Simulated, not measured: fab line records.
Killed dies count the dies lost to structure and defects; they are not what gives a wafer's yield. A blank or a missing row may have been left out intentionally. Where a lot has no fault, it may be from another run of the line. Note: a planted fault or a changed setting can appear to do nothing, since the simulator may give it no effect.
Lot-split experiment || flow n5Finfet || 21 wafers read from 7 lots, route of 1938 steps

## SPLIT DETAILS
At N5_SD_EPI_P_COAT_34 (time 60 s, resist thk 350 nm), the setting spinRpm was moved away from the recipe's 1500 rpm on 5 of the 21 wafers read, by -7.4% to +10.5%. For the rest of the wafers, this setting stayed at what the recipe calls for.

The reading comes from the split's own step.

## THE READING
SOC_of_SD_EPI_P_COAT_34.thkNm (the simulator's own value, which no gauge read), in nm, at N5_SD_EPI_P_COAT_34 (time 60 s, resist thk 350 nm). There is no usual value for it anywhere in the file. Here, 16 wafers ran the recipe; their average is 350.3 nm with a standard deviation of 1.3 nm.

{"wafer": "L074.3", "tool, chamber at the split": "lithoTrack-05, 0", "spinRpm as run, rpm": 1500, "against the recipe": "recipe", "SOC_of_SD_EPI_P_COAT_34.thkNm, nm": 350.6, "against lot-mates on the recipe": "-"}
{"wafer": "L074.4", "tool, chamber at the split": "lithoTrack-05, 0", "spinRpm as run, rpm": 1500, "against the recipe": "recipe", "SOC_of_SD_EPI_P_COAT_34.thkNm, nm": 351.8, "against lot-mates on the recipe": "-"}
{"wafer": "L074.6", "tool, chamber at the split": "lithoTrack-05, 0", "spinRpm as run, rpm": 1601, "against the recipe": "+6.7%", "SOC_of_SD_EPI_P_COAT_34.thkNm, nm": 339.4, "against lot-mates on the recipe": -11.8}
{"wafer": "L075.1", "tool, chamber at the split": "lithoTrack-04, 0", "spinRpm as run, rpm": 1500, "against the recipe": "recipe", "SOC_of_SD_EPI_P_COAT_34.thkNm, nm": 351.6, "against lot-mates on the recipe": "-"}
{"wafer": "L075.3", "tool, chamber at the split": "lithoTrack-04, 0", "spinRpm as run, rpm": 1500, "against the recipe": "recipe", "SOC_of_SD_EPI_P_COAT_34.thkNm, nm": 351.2, "against lot-mates on the recipe": "-"}
{"wafer": "L075.4", "tool, chamber at the split": "lithoTrack-04, 0", "spinRpm as run, rpm": 1500, "against the recipe": "recipe", "SOC_of_SD_EPI_P_COAT_34.thkNm, nm": 351.8, "against lot-mates on the recipe": "-"}
{"wafer": "L077.1", "tool, chamber at the split": "lithoTrack-05, 0", "spinRpm as run, rpm": 1500, "against the recipe": "recipe", "SOC_of_SD_EPI_P_COAT_34.thkNm, nm": 349.6, "against lot-mates on the recipe": "-"}
{"wafer": "L077.3", "tool, chamber at the split": "lithoTrack-05, 0", "spinRpm as run, rpm": 1500, "against the recipe": "recipe", "SOC_of_SD_EPI_P_COAT_34.thkNm, nm": 349.8, "against lot-mates on the recipe": "-"}
{"wafer": "L077.6", "tool, chamber at the split": "lithoTrack-05, 0", "spinRpm as run, rpm": 1500, "against the recipe": "recipe", "SOC_of_SD_EPI_P_COAT_34.thkNm, nm": 350.8, "against lot-mates on the recipe": "-"}
{"wafer": "L085.2", "tool, chamber at the split": "lithoTrack-01, 0", "spinRpm as run, rpm": 1500, "against the recipe": "recipe", "SOC_of_SD_EPI_P_COAT_34.thkNm, nm": 348.4, "against lot-mates on the recipe": "-"}
{"wafer": "L085.3", "tool, chamber at the split": "lithoTrack-01, 0", "spinRpm as run, rpm": 1500, "against the recipe": "recipe", "SOC_of_SD_EPI_P_COAT_34.thkNm, nm": 349.8, "against lot-mates on the recipe": "-"}
{"wafer": "L085.4", "tool, chamber at the split": "lithoTrack-01, 0", "spinRpm as run, rpm": 1500, "against the recipe": "recipe", "SOC_of_SD_EPI_P_COAT_34.thkNm, nm": 348.6, "against lot-mates on the recipe": "-"}
{"wafer": "L086.2", "tool, chamber at the split": "lithoTrack-04, 0", "spinRpm as run, rpm": 1389, "against the recipe": "-7.4%", "SOC_of_SD_EPI_P_COAT_34.thkNm, nm": 366.2, "against lot-mates on the recipe": "+14.4"}
{"wafer": "L086.3", "tool, chamber at the split": "lithoTrack-04, 0", "spinRpm as run, rpm": 1500, "against the recipe": "recipe", "SOC_of_SD_EPI_P_COAT_34.thkNm, nm": 352.4, "against lot-mates on the recipe": "-"}
{"wafer": "L086.5", "tool, chamber at the split": "lithoTrack-04, 0", "spinRpm as run, rpm": 1500, "against the recipe": "recipe", "SOC_of_SD_EPI_P_COAT_34.thkNm, nm": 351.2, "against lot-mates on the recipe": "-"}
{"wafer": "L089.1", "tool, chamber at the split": "lithoTrack-01, 0", "spinRpm as run, rpm": 1500, "against the recipe": "recipe", "SOC_of_SD_EPI_P_COAT_34.thkNm, nm": 348.8, "against lot-mates on the recipe": "-"}
{"wafer": "L089.4", "tool, chamber at the split": "lithoTrack-01, 0", "spinRpm as run, rpm": 1500, "against the recipe": "recipe", "SOC_of_SD_EPI_P_COAT_34.thkNm, nm": 348.4, "against lot-mates on the recipe": "-"}
{"wafer": "L089.6", "tool, chamber at the split": "lithoTrack-01, 0", "spinRpm as run, rpm": 1450, "against the recipe": "-3.3%", "SOC_of_SD_EPI_P_COAT_34.thkNm, nm": 354.6, "against lot-mates on the recipe": "+6.0"}
{"wafer": "L093.1", "tool, chamber at the split": "lithoTrack-05, 0", "spinRpm as run, rpm": 1500, "against the recipe": "recipe", "SOC_of_SD_EPI_P_COAT_34.thkNm, nm": 350.2, "against lot-mates on the recipe": "-"}
{"wafer": "L093.5", "tool, chamber at the split": "lithoTrack-05, 0", "spinRpm as run, rpm": 1658, "against the recipe": "+10.5%", "SOC_of_SD_EPI_P_COAT_34.thkNm, nm": 332.4, "against lot-mates on the recipe": -17.8}
{"wafer": "L093.6", "tool, chamber at the split": "lithoTrack-05, 0", "spinRpm as run, rpm": 1658, "against the recipe": "+10.5%", "SOC_of_SD_EPI_P_COAT_34.thkNm, nm": 333, "against lot-mates on the recipe": -17.2}

THE FIT
A straight line over all 21 wafers: SOC_of_SD_EPI_P_COAT_34.thkNm changes by -1.74 nm for each +1% of spinRpm; r = -0.98; the points scatter about the line by 1.4 nm.
The same after taking each lot's own level away (the mean of its wafers on the recipe; 21 wafers): -1.73 nm for each +1%; r = -1.00; scatter 0.61 nm.
The reading moves by 18 nm for the largest change in spinRpm, on that fit.
Across the lots, their own levels run from 348.60 to 351.80 nm, a range of 2.5 times the standard deviation given above.
The two slopes are in agreement: the lot-to-lot level therefore moves the slope only a little.
Check: with one of the wafers moved furthest among these (+10.5%) left out of the fit, the line predicts -18.3 nm for it against its lot-mates. It came out at -17.8 nm against them.

## THE FILE'S OWN FIT
SOC_of_SD_EPI_P_COAT_34.thkNm changes by -1.76 nm for each +1% of spinRpm, r = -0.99.
